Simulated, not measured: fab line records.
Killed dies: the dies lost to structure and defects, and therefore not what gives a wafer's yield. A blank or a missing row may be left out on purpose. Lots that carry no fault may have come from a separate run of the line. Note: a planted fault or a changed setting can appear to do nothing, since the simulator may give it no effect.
Matching of chambers + flow nand_harc + pecvd-04 running NHARC_A_STAIRCASE_DEP_151: 3 sister chambers
The step deposits SiO2, target thk 3800 nm. 14 wafers are shown with their chamber, then 7 later ones without.

## WAFERS PAIRED WITH THEIR CHAMBERS
| wafer  | chamber | heater_power_outer_w (W) | heater_power_w (W) | mfc_precursor_sccm (sccm) |
|--------|---------|--------------------------|--------------------|---------------------------|
| L076.1 | 0       | 359                      | 688                | 199.6                     |
| L076.2 | 2       | 473                      | 754                | 200.2                     |
| L076.5 | 2       | 380                      | 637                | 200.6                     |
| L082.2 | 0       | 448                      | 801                | 199.2                     |
| L082.3 | 2       | 433                      | 727                | 199.5                     |
| L082.5 | 0       | 340                      | 668                | 200.1                     |
| L081.2 | 2       | 398                      | 663                | 199.9                     |
| L081.3 | 1       | 515                      | 859                | 200.0                     |
| L081.5 | 0       | 342                      | 674                | 199.3                     |
| L084.1 | 0       | 373                      | 729                | 200.0                     |
| L084.2 | 2       | 409                      | 684                | 201.4                     |
| L084.3 | 1       | 498                      | 839                | 199.7                     |
| L088.1 | 1       | 527                      | 916                | 200.6                     |
| L088.2 | 2       | 484                      | 785                | 200.2                     |

SIGNATURES, as means of the wafers listed above
| reading              | chamber 0 | chamber 1 | chamber 2 | scatter within a chamber |
|----------------------|-----------|-----------|-----------|--------------------------|
| heater_power_outer_w | 372.40    | 513.33    | 429.50    | 39.3                     |
| heater_power_w       | 712.00    | 871.33    | 708.33    | 53.4                     |
| mfc_precursor_sccm   | 199.640   | 200.100   | 200.300   | 0.539                    |
Rule: for each reading, subtract the chamber's mean from the wafer's reading, divide by that reading's scatter and square the result; add these up over the readings and take the root, which gives the wafer's distance from the chamber. If the next closest chamber is less than 2 further off than the closest, the wafer can't be placed; otherwise it belongs to the closest. The scatter: the root of (the sum of the squares of (reading less its chamber's mean) over the shown wafers, divided by (wafers less chambers)).

## WAFERS WITH NO CHAMBER GIVEN
| wafer  | heater_power_outer_w (W) | heater_power_w (W) | mfc_precursor_sccm (sccm) |
|--------|--------------------------|--------------------|---------------------------|
| L088.4 | 408                      | 734                | 200.6                     |
| L089.1 | 405                      | 744                | 199.8                     |
| L089.2 | 448                      | 767                | 200.0                     |
| L089.5 | 375                      | 641                | 199.8                     |
| L095.2 | 538                      | 912                | 199.4                     |
| L095.4 | 322                      | 559                | 199.9                     |
| L095.5 | 311                      | 618                | 199.9                     |

## CHAMBER TAKEN BY EACH
| wafer  | from the rows above          | in truth |
|--------|------------------------------|----------|
| L088.4 | can't be placed: 2 or 0      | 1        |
| L089.1 | can't be placed: 0 or 2      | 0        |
| L089.2 | can't be placed: 2 or 0 or 1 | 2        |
| L089.5 | can't be placed: 0 or 2      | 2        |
| L095.2 | 1                            | 1        |
| L095.4 | can't be placed: 0 or 2      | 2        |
| L095.5 | can't be placed: 0 or 2      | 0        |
Placed correctly: 1 of 7. Can't be placed from these rows: 6 (the true chamber is among the candidates in 5). Placed wrongly: 0.
